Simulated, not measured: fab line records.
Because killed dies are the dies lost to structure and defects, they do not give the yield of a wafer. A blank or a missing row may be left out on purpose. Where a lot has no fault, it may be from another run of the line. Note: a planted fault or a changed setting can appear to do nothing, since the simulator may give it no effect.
Matching of chambers || flow n5Finfet || N5_GATE_CUT_HM_OPEN_40 on rieDiel-04: 4 sister chambers
The step chemistry C4F6/O2, target SiO2, target depth 139 nm, time 85.1 s. 8 wafers are shown with their chamber, then 7 later ones without.

== WAFERS WITH THEIR CHAMBER ==
{"wafer": "L091.3", "chamber": 1, "rfVppV (V)": 643, "oes_f_703_au (a.u.)": 0.81}
{"wafer": "L091.5", "chamber": 2, "rfVppV (V)": 679, "oes_f_703_au (a.u.)": 0.71}
{"wafer": "L091.6", "chamber": 1, "rfVppV (V)": 642, "oes_f_703_au (a.u.)": 0.81}
{"wafer": "L092.1", "chamber": 3, "rfVppV (V)": 651, "oes_f_703_au (a.u.)": 0.90}
{"wafer": "L092.3", "chamber": 0, "rfVppV (V)": 658, "oes_f_703_au (a.u.)": 0.74}
{"wafer": "L092.5", "chamber": 3, "rfVppV (V)": 652, "oes_f_703_au (a.u.)": 0.90}
{"wafer": "L093.3", "chamber": 2, "rfVppV (V)": 677, "oes_f_703_au (a.u.)": 0.70}
{"wafer": "L093.4", "chamber": 0, "rfVppV (V)": 661, "oes_f_703_au (a.u.)": 0.74}

== WAFERS WHOSE CHAMBER IS MISSING ==
{"wafer": "L093.6", "rfVppV (V)": 652, "oes_f_703_au (a.u.)": 0.90}
{"wafer": "L095.3", "rfVppV (V)": 651, "oes_f_703_au (a.u.)": 0.89}
{"wafer": "L095.5", "rfVppV (V)": 643, "oes_f_703_au (a.u.)": 0.80}
{"wafer": "L095.6", "rfVppV (V)": 677, "oes_f_703_au (a.u.)": 0.70}
{"wafer": "L097.4", "rfVppV (V)": 677, "oes_f_703_au (a.u.)": 0.69}
{"wafer": "L097.5", "rfVppV (V)": 677, "oes_f_703_au (a.u.)": 0.70}
{"wafer": "L097.6", "rfVppV (V)": 643, "oes_f_703_au (a.u.)": 0.80}

== WHICH CHAMBER EACH WENT THROUGH ==
{"wafer": "L093.6", "from the rows above": 3, "in truth": 3}
{"wafer": "L095.3", "from the rows above": 3, "in truth": 3}
{"wafer": "L095.5", "from the rows above": 1, "in truth": 1}
{"wafer": "L095.6", "from the rows above": 2, "in truth": 2}
{"wafer": "L097.4", "from the rows above": 2, "in truth": 2}
{"wafer": "L097.5", "from the rows above": 2, "in truth": 2}
{"wafer": "L097.6", "from the rows above": 1, "in truth": 1}
Correct placement for 7 of the 7. Number that these rows cannot place: 0. Wrongly placed: 0.
How it was worked out, from the rows above alone: a wafer's distance from a chamber is the root of the sum, over the readings, of the square of ((its reading less the chamber's mean) divided by the reading's scatter). If the next closest chamber is less than 2 further off than the closest, the wafer can't be placed; otherwise it belongs to the closest. For every chamber, the mean is computed from those of its wafers that are shown. The scatter: the root of (the sum of the squares of (reading less its chamber's mean) over the shown wafers, divided by (wafers less chambers)).
